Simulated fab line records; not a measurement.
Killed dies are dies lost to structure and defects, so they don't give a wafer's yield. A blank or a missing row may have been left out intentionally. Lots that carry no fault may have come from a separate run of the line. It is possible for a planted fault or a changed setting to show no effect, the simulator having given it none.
Struck lot and sound lot, side by side + flow n5-finfet + 30 steps out of a route of 1938
Sound: wafers L913.4, L913.5, L913.6. Struck: wafer L898.1 (L898.3, L898.4, from the same lot, were not struck and are left out); the cause is given at the end.
At each step with rows: each side's tool, then ch and its chambers, then its first start. Under that, the readings that differ: sound wafers + struck wafers + difference of the means + sigmas: that difference in standard deviations of wafers without a fault.
alike: same words and numbers on both sides, and readings whose means sit less than 2 such deviations apart. not compared: any withheld reading, any reading some wafer has no value for, any bound like >300 that may hide the same value, and any number with overlapping values for which the record gives no deviation.
A row with sigmas, a row that says differs or no value, or rows on one side alone: a step with any of these is where the two part. Non-overlapping numbers with no deviation appear without sigmas and do not part them. A reading that every wafer of one side lacks parts them only if that side has two wafers or more.

first, 10 steps without rows for these wafers: N5_WELL_APT_DESCUM_30 (chemistry O2, time 7.9 s); N5_WELL_APT_IMPLANT_31; N5_WELL_APT_IMPLANT_32; N5_WELL_APT_STRIP_33 (strips in SPM, time 900 s); N5_WELL_APT_RTA_34 (time 10 s); N5_WELL_APT_OXIDE_STRIP_42 (strips SiO2 in dHF, time 45 s, target depth 12 nm); N5_WELL_APT_PRECLEAN_36 (cleans in O3/DIW, time 45 s); N5_WELL_APT_PRECLEAN_39 (cleans in dHF, time 60 s); N5_WELL_APT_SRD_37 (time 30 s); N5_WELL_APT_EPI_41 (deposits Si from SiH4/H2, target thk 50 nm, time 297.7 s).
N5_PMOS_HMC_CHANNEL_EPI_HM_DEP_34: deposits SiO2 from TEOS/O2, target thk 36 nm, time 6.9 s.
  sound on pecvd-03 ch 0,1,2, day 6 16:51; struck on pecvd-01 ch 1, day 2 23:33
| reading                                                  | sound             | struck | difference | sigmas |
|----------------------------------------------------------|-------------------|--------|------------|--------|
| model.SiO2_of_PMOS_HMC_CHANNEL_EPI_HM_DEP_34.thk-nm (nm) | 36.63 36.99 36.17 | 28.26  | -8.34      |        |
  alike: heater-power-w, showerhead-plenum-p-Torr, throttle-valve-pct
then, 15 steps without rows for these wafers: N5_PMOS_HMC_CHANNEL_EPI_COAT_31 (time 60 s, resist thk 66 nm); N5_PMOS_HMC_CHANNEL_EPI_COAT_03 (resist thk 205 nm); N5_PMOS_HMC_CHANNEL_EPI_EBR_05; N5_PMOS_HMC_CHANNEL_EPI_SOFTBAKE_04 (time 60 s); N5_PMOS_HMC_CHANNEL_EPI_EXPOSE_06 (exposes mask PMOS HMC BLK, target cd 240 nm); N5_PMOS_HMC_CHANNEL_EPI_PEB_07 (peb time 60 s); N5_PMOS_HMC_CHANNEL_EPI_DEVELOP_08 (develop time 30 s); N5_PMOS_HMC_CHANNEL_EPI_DESCUM_14 (chemistry O2, time 7.9 s); N5_PMOS_HMC_CHANNEL_EPI_ETCH_32 (etches BARC in N2/H2, stops on SiO2, target depth 85.8 nm, time 50.3 s); N5_PMOS_HMC_CHANNEL_EPI_HM_OPEN_15 (chemistry CHF3/O2, target SiO2, target depth 40.6 nm, time 20.3 s); N5_PMOS_HMC_CHANNEL_EPI_STRIP_33 (strips in N2/H2); N5_PMOS_HMC_CHANNEL_EPI_STRIP_17 (strips in SPM, time 750 s); N5_PMOS_HMC_CHANNEL_EPI_ETCH_38 (etches SiO2 in CF4, target depth 1.5 nm); N5_PMOS_HMC_CHANNEL_EPI_FIN_RECESS_16 (chemistry HBr/Cl2, target Si, target depth 54 nm, time 18 s); N5_PMOS_HMC_CHANNEL_EPI_PRECLEAN_36 (cleans in O3/DIW, time 45 s).
N5_PMOS_HMC_CHANNEL_EPI_PRECLEAN_18: cleans in DHF, time 30 s.
  sound on wet-bench-02 ch 0,2,5, day 6 17:54; struck on wet-bench-04 ch 1, day 3 00:30
| reading                                                  | sound             | struck | difference | sigmas |
|----------------------------------------------------------|-------------------|--------|------------|--------|
| model.SiO2_of_PMOS_HMC_CHANNEL_EPI_HM_DEP_34.thk-nm (nm) | 25.27 25.64 25.02 | 16.98  | -8.33      |        |
then, 1 step without rows for these wafers: N5_PMOS_HMC_CHANNEL_EPI_SRD_19 (time 30 s).
-- the record jumps here: 7 days lie between the struck wafers' starts before and after (it left off in module PMOS_HMC_CHANNEL_EPI and takes up again in module BEOL_M4, whose first step shown is number 1111 of the route) --
N5_BEOL_M4_RC_MEAS_101:
  sound on prober-02 ch 0, day 13 16:12; struck on prober-02 ch 0, day 9 14:12
  alike: DIBL_N, DIBL_P, IOFF_N, IOFF_P, ION_N, ION_P, SS_N, SS_P, VT_N, VT_P
-- record jumps: 5 days separate the struck wafers' starts on either side; left off in module BEOL_M4, taken up again in module PASSIVATION, whose first shown step is the route's number 1936 --
N5_PASSIVATION_PROBE_49:
  sound on prober-02, day 18 02:44; struck on prober-01, day 14 03:42
  alike: defect-limited-yield, killed_at_M0_to_M3, killed_at_M4_up, killed-at-contacts, killed-at-front-end, killed-at-other, killed-dies, killed-open, killed-short, sort_bin_5_function, sort_bin_6_memory, sort-n-pass, sort-yield-pct

## WHERE THEY PART
Nowhere in this record.

WHY: what the simulator had put in
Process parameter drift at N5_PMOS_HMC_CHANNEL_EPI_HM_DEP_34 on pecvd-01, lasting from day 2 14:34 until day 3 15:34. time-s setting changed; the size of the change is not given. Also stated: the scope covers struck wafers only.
